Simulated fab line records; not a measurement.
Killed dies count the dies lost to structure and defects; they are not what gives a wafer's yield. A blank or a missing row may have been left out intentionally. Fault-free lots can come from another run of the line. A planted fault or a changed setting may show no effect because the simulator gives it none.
One fault through the eyes of 3 desks :: flow n5_finfet :: numbers are kept per desk, each desk with only its own; the story behind them comes last

== FROM THE METROLOGY DESK ==
Lot by lot, what the gauges showed, no matter which tool ran the lot: averages of those sampled wafers that carry a number. Any lot whose mean is over 4 standard deviations away from the usual mean is out of limits and marked OUT; that distance is given in the brackets. 7 of its 11 readings are shown, namely those furthest out on some lot.
Columns: A = DIBL_N at N5_BEOL_M4_RC_MEAS_101, usual 36.0 mV/V; B = DIBL_P at N5_BEOL_M4_RC_MEAS_101, usual 36.0 mV/V; C = IOFF_N at N5_BEOL_M4_RC_MEAS_101, usual 0.155 nA/um; D = IOFF_P at N5_BEOL_M4_RC_MEAS_101, usual 0.20 nA/um; E = SS_P at N5_BEOL_M4_RC_MEAS_101, usual 73.2 mV/dec; F = VT_N at N5_BEOL_M4_RC_MEAS_101, usual 250.4 mV; G = VT_P at N5_BEOL_M4_RC_MEAS_101, usual -251.0 mV
lot: L292
first seen here: day 2 16:11
A: 35.5
B: 35.3
C: 0.158
D: 0.22
E: 72.7
F: 247.5
G: -249.0

lot: L294
first seen here: day 3 06:01
A: 35.5
B: 34.7
C: 0.134
D: 0.20
E: 73.0
F: 251.8
G: -249.2

lot: L296
first seen here: day 3 19:52
A: 36.8
B: 35.1
C: 0.156
D: 0.18
E: 73.1
F: 250.0
G: -253.4

lot: L297
first seen here: day 4 02:20
A: 37.3
B: 37.8
C: 0.178
D: 0.23
E: 73.7
F: 248.9
G: -250.7

lot: L298
first seen here: day 4 04:49
A: 37.0
B: 36.6
C: 0.160
D: 0.20
E: 73.0
F: 249.6
G: -251.2

lot: L302
first seen here: day 5 02:08
A: 35.8
B: 35.8
C: 0.160
D: 0.20
E: 73.3
F: 248.1
G: -253.0

lot: L308
first seen here: day 6 15:10
A: 37.3
B: 38.8
C: 0.187
D: 0.25
E: 74.2
F: 246.8
G: -247.4

lot: L309
first seen here: day 6 23:58
A: 34.4
B: 35.8
C: 0.139
D: 0.20
E: 72.9
F: 249.0
G: -250.8

lot: L312
first seen here: day 8 05:25
A: 33.5
B: 33.7
C: 0.129
D: 0.17
E: 72.8
F: 253.2
G: -252.9
This desk found nothing out of limits on any of the 9 lots.

== FOR THE TOOL OWNER'S DESK: rie_si-05 ==
The tool's own readings at N5_FIN_CUT_CUT_ETCH_28 (etches Si in HBr/Cl2/O2, target depth 6 nm, time 2.4 s): means of the sampled wafers that have a number, for each lot that ran on this tool. Any lot whose mean is over 4 standard deviations away from the usual mean is out of limits and marked OUT; that distance is given in the brackets.
Columns: A = HBr_flow_sccm at N5_FIN_CUT_CUT_ETCH_28, usual 150.1 sccm; B = drypump_motor_current_A at N5_FIN_CUT_CUT_ETCH_28, usual 5.8 A; C = he_backside_leak_sccm at N5_FIN_CUT_CUT_ETCH_28, usual 2.7 sccm; D = oes_product_au at N5_FIN_CUT_CUT_ETCH_28, usual 1.006 a.u.; E = throttle_valve_pct at N5_FIN_CUT_CUT_ETCH_28, usual 37.0 %
lot: L297
first seen here: day 4 03:09
A: 149.7
B: 5.9
C: 2.4
D: 1.013
E: 36.8

lot: L298
first seen here: day 4 05:35
A: 150.5
B: 6.3
C: 2.7
D: 1.014
E: 36.8

lot: L302
first seen here: day 5 02:53
A: 150.0
B: 5.9
C: 2.7
D: 1.005
E: 37.0

lot: L308
first seen here: day 6 16:10
A: 150.4
B: 5.9
C: 2.5
D: 1.001
E: 37.0

lot: L309
first seen here: day 7 00:46
A: 149.8
B: 5.9
C: 2.7
D: 1.003
E: 36.9
This desk found nothing out of limits on any of the 5 lots.

== THE DEFECT DESK ==
For each lot, the counts of the inspections along the route, averaged over the sampled wafers that have a number. Any lot whose mean is over 4 standard deviations away from the usual mean is out of limits and marked OUT; that distance is given in the brackets.
Columns: A = raw_defect_count at N5_FIN_CUT_INSPECT_17, usual 217
lot: L292
first seen here: day 2 17:15
A: 179

lot: L294
first seen here: day 3 07:05
A: 342

lot: L296
first seen here: day 3 20:52
A: 194

lot: L297
first seen here: day 4 03:28
A: 247

lot: L298
first seen here: day 4 05:56
A: 223

lot: L302
first seen here: day 5 03:07
A: 191

lot: L308
first seen here: day 6 16:24
A: 698 (+7.5) OUT

lot: L309
first seen here: day 7 00:59
A: 659 (+6.9) OUT

lot: L312
first seen here: day 8 06:25
A: 139
Finding of this desk: L308, L309 out of limits; the first was L308 at day 6 16:24, on raw_defect_count at N5_FIN_CUT_INSPECT_17. L292, L294, L296, L297, L298, L302, L312 stayed within limits.

== BROUGHT TOGETHER ==
The defect desk could have raised an alarm at day 6 16:24, on L308, L309.
Nothing out of limits was seen by the metrology desk.
The tool owner's desk saw nothing out of limits.
The metrology desk holds a record of L308, L309, inside its limits.
The tool owner's desk has L308, L309 on record, within its limits.
N5_FIN_CUT_CUT_ETCH_28 was run on rie_si-05 by each of the lots named.

== WHAT HAD BEEN PUT IN BY THE SIMULATOR ==
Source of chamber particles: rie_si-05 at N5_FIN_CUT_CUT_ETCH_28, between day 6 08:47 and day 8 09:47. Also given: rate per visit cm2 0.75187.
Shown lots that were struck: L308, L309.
Hours from the fault's start to each desk's first reading out of limits: the defect desk, 8.
